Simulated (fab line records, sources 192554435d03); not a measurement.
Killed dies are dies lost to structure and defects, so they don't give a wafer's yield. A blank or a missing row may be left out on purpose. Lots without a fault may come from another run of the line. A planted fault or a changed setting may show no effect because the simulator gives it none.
Tool commonality check | flow n5_finfet | 9 lots, 27 wafers sampled

WHY IT WAS OPENED
At N5_BEOL_M10_CD_MEAS_28 the reading cd_nm is flagged on 2 of 9 lots. Wafers without a fault read 69.6 nm, standard deviation 1.
Rule: a lot is flagged when every wafer of it that has a number lies more than 4 standard deviations from that mean, or none has a number. The other lots count as sound.

lot  | measured     | on        | cd_nm (nm), wafer by wafer | flag
L414 | day 10 03:41 | cd_sem-02 | 68.3 68.9 68.4             |
L415 | day 10 11:58 | cd_sem-03 | 70.8 72.5 69.9             |
L418 | day 11 00:20 | cd_sem-02 | 69.6 71.3 69.8             |
L423 | day 12 10:26 | cd_sem-01 | 81.5 79.2 80.2             | FLAGGED
L426 | day 13 01:14 | cd_sem-03 | 76.1 77.3 77.2             | FLAGGED
L431 | day 14 08:08 | cd_sem-01 | 69.5 70.0 69.8             |
L435 | day 15 08:25 | cd_sem-01 | 68.3 68.6 68.8             |
L434 | day 15 09:30 | cd_sem-02 | 69.1 68.7 68.9             |
L436 | day 15 15:28 | cd_sem-03 | 68.6 68.7 67.6             |
The numbers of the flagged lots are 78.6 nm on average: +9.0 nm against the usual, or +9 standard deviations.

WHICH TOOL RAN EACH LOT
The record holds 3 process steps before the reading, out of a route of 1938 steps. In each cell: the tool, then ch and the chambers that the sampled wafers went through, then the start.
lot  | flag    | N5_BEOL_M10_STRIP_67               | N5_BEOL_M10_HM_OPEN_17            | N5_BEOL_M10_EXPOSE_25
L414 |         | rie_diel-05 ch 0,2,3, day 10 02:38 | rie_metal-03 ch 1, day 10 02:40   | arfi_scanner-03 ch 0, day 10 03:33
L415 |         | rie_diel-05 ch 0,1, day 10 10:38   | rie_metal-01 ch 0,1, day 10 10:40 | arfi_scanner-03 ch 0, day 10 11:50
L418 |         | rie_diel-05 ch 0,1,2, day 10 23:50 | rie_metal-01 ch 0,1, day 10 23:54 | arfi_scanner-03 ch 0, day 11 00:13
L423 | FLAGGED | rie_diel-04 ch 1,2,3, day 12 07:01 | rie_metal-01 ch 0,1, day 12 07:04 | arfi_scanner-03 ch 0, day 12 10:19
L426 | FLAGGED | rie_diel-05 ch 0,1,3, day 13 00:01 | rie_metal-02 ch 0,1, day 13 00:03 | arfi_scanner-03 ch 0, day 13 01:07
L431 |         | rie_diel-06 ch 2,3, day 14 03:22   | rie_metal-01 ch 0,1, day 14 03:24 | arfi_scanner-02 ch 0, day 14 08:00
L435 |         | rie_diel-05 ch 2,3, day 15 07:20   | rie_metal-01 ch 0,1, day 15 07:25 | arfi_scanner-02 ch 0, day 15 08:18
L434 |         | rie_diel-06 ch 1,2, day 15 08:59   | rie_metal-01 ch 0,1, day 15 09:02 | arfi_scanner-02 ch 0, day 15 09:22
L436 |         | rie_diel-05 ch 0,1,2, day 15 10:32 | rie_metal-01 ch 0,1, day 15 10:35 | arfi_scanner-01 ch 0, day 15 15:19
What these steps do:
- N5_BEOL_M10_STRIP_67: strips in CF4.
- N5_BEOL_M10_HM_OPEN_17: chemistry Cl2/BCl3, target TiN, target depth 20 nm, overetch 6 nm.
- N5_BEOL_M10_EXPOSE_25: exposes mask V9.
- N5_BEOL_M10_CD_MEAS_28: target cd 70 nm.

FLAGGED OVER TOTAL, TOOL BY TOOL (the gauges that took the reading come last)
step                   | tool            | lots run | flagged | share of the flagged lots | sound lots run after its first flagged lot
N5_BEOL_M10_STRIP_67   | rie_diel-04     | 1        | 1       | some                      | 0
N5_BEOL_M10_STRIP_67   | rie_diel-05     | 6        | 1       | some                      | 2 (L435,L436)
N5_BEOL_M10_STRIP_67   | rie_diel-06     | 2        | 0       | none                      | -
N5_BEOL_M10_HM_OPEN_17 | rie_metal-01    | 7        | 1       | some                      | 4 (L431,L435,L434,L436)
N5_BEOL_M10_HM_OPEN_17 | rie_metal-02    | 1        | 1       | some                      | 0
N5_BEOL_M10_HM_OPEN_17 | rie_metal-03    | 1        | 0       | none                      | -
N5_BEOL_M10_EXPOSE_25  | arfi_scanner-01 | 1        | 0       | none                      | -
N5_BEOL_M10_EXPOSE_25  | arfi_scanner-02 | 3        | 0       | none                      | -
N5_BEOL_M10_EXPOSE_25  | arfi_scanner-03 | 5        | 2       | all                       | 0
N5_BEOL_M10_CD_MEAS_28 | cd_sem-01       | 3        | 1       | some                      | 2 (L431,L435)
N5_BEOL_M10_CD_MEAS_28 | cd_sem-02       | 3        | 0       | none                      | -
N5_BEOL_M10_CD_MEAS_28 | cd_sem-03       | 3        | 1       | some                      | 1 (L436)

WHAT THE TABLE ALLOWS
1 row of the table ran every flagged lot: arfi_scanner-03 at N5_BEOL_M10_EXPOSE_25.
- arfi_scanner-03 at N5_BEOL_M10_EXPOSE_25: 2 of its 5 lots flagged. Its last sound lot is L418 (day 11 00:13), its first flagged lot L423 (day 12 10:19): a fault that began between those two fits. Its own readings lie more than 4 standard deviations out on every wafer of the flagged lots: exposure_dose_mJ_cm2.
One tool is left: arfi_scanner-03 at N5_BEOL_M10_EXPOSE_25.

WHAT THE SIMULATOR HAD PUT IN
Process parameter drift: arfi_scanner-03, from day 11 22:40 on, at N5_BEOL_M10_EXPOSE_25. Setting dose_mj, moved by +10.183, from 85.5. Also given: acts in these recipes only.
Lots struck among those shown: L423, L426. The rule above found the same.
